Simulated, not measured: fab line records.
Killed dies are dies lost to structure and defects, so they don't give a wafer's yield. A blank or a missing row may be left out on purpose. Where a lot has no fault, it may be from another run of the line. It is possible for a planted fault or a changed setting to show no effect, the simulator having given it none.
A struck lot beside a sound one / flow n5 finfet / 29 steps out of a route of 1938
Sound: the wafers L662.1, L662.5, L662.6. Struck: wafers L670.3, L670.5. (L670.4 of the same lot was not struck and is left out.) The cause comes at the end.
For every step that has rows: the tool of each side, followed by ch and its chambers, followed by its first start. Under that, the readings that differ: sound wafers / struck wafers / difference of the means / sigmas: that difference in standard deviations of wafers without a fault.
alike: readings with means less than 2 such deviations apart, plus words and numbers identical on both sides. not compared: withheld readings, readings lacking a value on some wafer, bounds such as >300 that could conceal the same value, and numbers that have no deviation in the record and whose values overlap.
A row with sigmas, a row that says differs or no value, or rows on one side alone: a step with any of these is where the two part. Numbers that don't overlap but have no deviation are shown without sigmas and don't part them. Lack of a reading on every wafer of one side parts them only where that side has two or more wafers.

first, 2 steps without rows for these wafers: N5_ZERO_LAYER_PRECLEAN_00 (cleans in SPM, time 600 s); N5_ZERO_LAYER_SRD_01 (time 30 s, dry time 30 s).
N5_ZERO_LAYER_PECVD_02: deposits SiO2 from SiH4/N2O, target thk 10 nm, time 6 s.
  sound on pecvd-04 ch 0,1, day 3 06:19; struck on pecvd-03 ch 1, day 5 06:17
reading=heater power w (W); sound=615 613 726; struck=902 876; difference=+238; sigmas=+3
reading=model.SiO2_of_ZERO_LAYER_PECVD_02.thk nm (nm); sound=9.933 10.11 10.12; struck=15.21 15.6; difference=+5.35; sigmas=
  alike: showerhead plenum p Torr, susceptor temp C
then, 24 steps without rows for these wafers: N5_ZERO_LAYER_HMDS_04 (time 60 s); N5_ZERO_LAYER_COAT_05 (resist thk 1000 nm); N5_ZERO_LAYER_EBR_07; N5_ZERO_LAYER_SOFTBAKE_06 (time 90 s); N5_ZERO_LAYER_EXPOSE_08 (exposes mask ZERO, defocus 0 nm, target cd 2000 nm); N5_ZERO_LAYER_PEB_09; N5_ZERO_LAYER_DEVELOP_10 (develop time 60 s); N5_ZERO_LAYER_HARDBAKE_23 (time 120 s); N5_ZERO_LAYER_DESCUM_16 (chemistry O2, time 7.9 s); N5_ZERO_LAYER_ETCH_17 (etches SiO2 in CF4, target depth 12 nm, time 13.3 s); N5_ZERO_LAYER_ETCH_18 (etches Si in HBr/Cl2, target depth 120 nm, time 40 s); N5_ZERO_LAYER_STRIP_24 (strips in O2); N5_ZERO_LAYER_STRIP_19 (strips in SPM, time 900 s); N5_WELL_APT_HMDS_01 (time 60 s); N5_WELL_APT_COAT_02 (resist thk 950 nm); N5_WELL_APT_EBR_04; N5_WELL_APT_SOFTBAKE_03 (time 60 s); N5_WELL_APT_EXPOSE_05 (exposes mask NWELL, defocus 0 nm, target cd 200 nm); N5_WELL_APT_PEB_06 (peb time 90 s); N5_WELL_APT_DEVELOP_07 (develop time 45 s); N5_WELL_APT_HARDBAKE_12 (time 120 s); N5_WELL_APT_DESCUM_13 (chemistry O2, time 7.9 s); N5_WELL_APT_IMPLANT_14; N5_WELL_APT_IMPLANT_15.
-- a jump in the record: the struck wafers' starts before and after are 6 days apart (it breaks off in module WELL_APT and resumes in module BEOL_M4, where the first step shown is number 1111 of the route) --
N5_BEOL_M4_RC_MEAS_101:
  sound on prober-02 ch 0, day 9 11:25; struck on prober-01 ch 0, day 11 09:24
reading=CJ_N; sound=4.21 4.26 4.44; struck=4.68 4.77; difference=+0.42; sigmas=+5
reading=CJ_P; sound=5.64 5.72 5.66; struck=4.97 5.52; difference=-0.43; sigmas=-2
reading=DIBL_N (mV/V); sound=37.6 34.9 39.3; struck=33.2 30.8; difference=-5.3; sigmas=-3
reading=DIBL_P (mV/V); sound=40.9 36.2 41.3; struck=34.8 31.7; difference=-6.2; sigmas=-3
reading=IOFF_P (nA/um); sound=0.25 0.17 0.25; struck=0.15 0.12; difference=-0.09; sigmas=-2
reading=RS_PWELL (ohm/sq); sound=2998 3004 3043; struck=3098 3094; difference=+81; sigmas=+4
reading=SS_N (mV/dec); sound=72.0 71.2 71.8; struck=70.4 70.4; difference=-1.3; sigmas=-2
reading=SS_P (mV/dec); sound=74.5 73.4 74.5; struck=73.4 72.2; difference=-1.3; sigmas=-2
reading=VT_P (mV); sound=-250 -254 -249; struck=-258 -261; difference=-8; sigmas=-2
  alike: IOFF_N, ION_N, ION_P, VT_N
N5_PASSIVATION_PROBE_49:
  rows exist in the record for the sound wafers here (prober-01, day 13 10:29), none for the struck ones

WHERE THEY PART
Earliest at N5_ZERO_LAYER_PECVD_02; latest, in this record, at N5_PASSIVATION_PROBE_49.

WHY: what the simulator had put in
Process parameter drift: pecvd-03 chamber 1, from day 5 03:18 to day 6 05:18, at N5_ZERO_LAYER_PECVD_02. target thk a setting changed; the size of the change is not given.
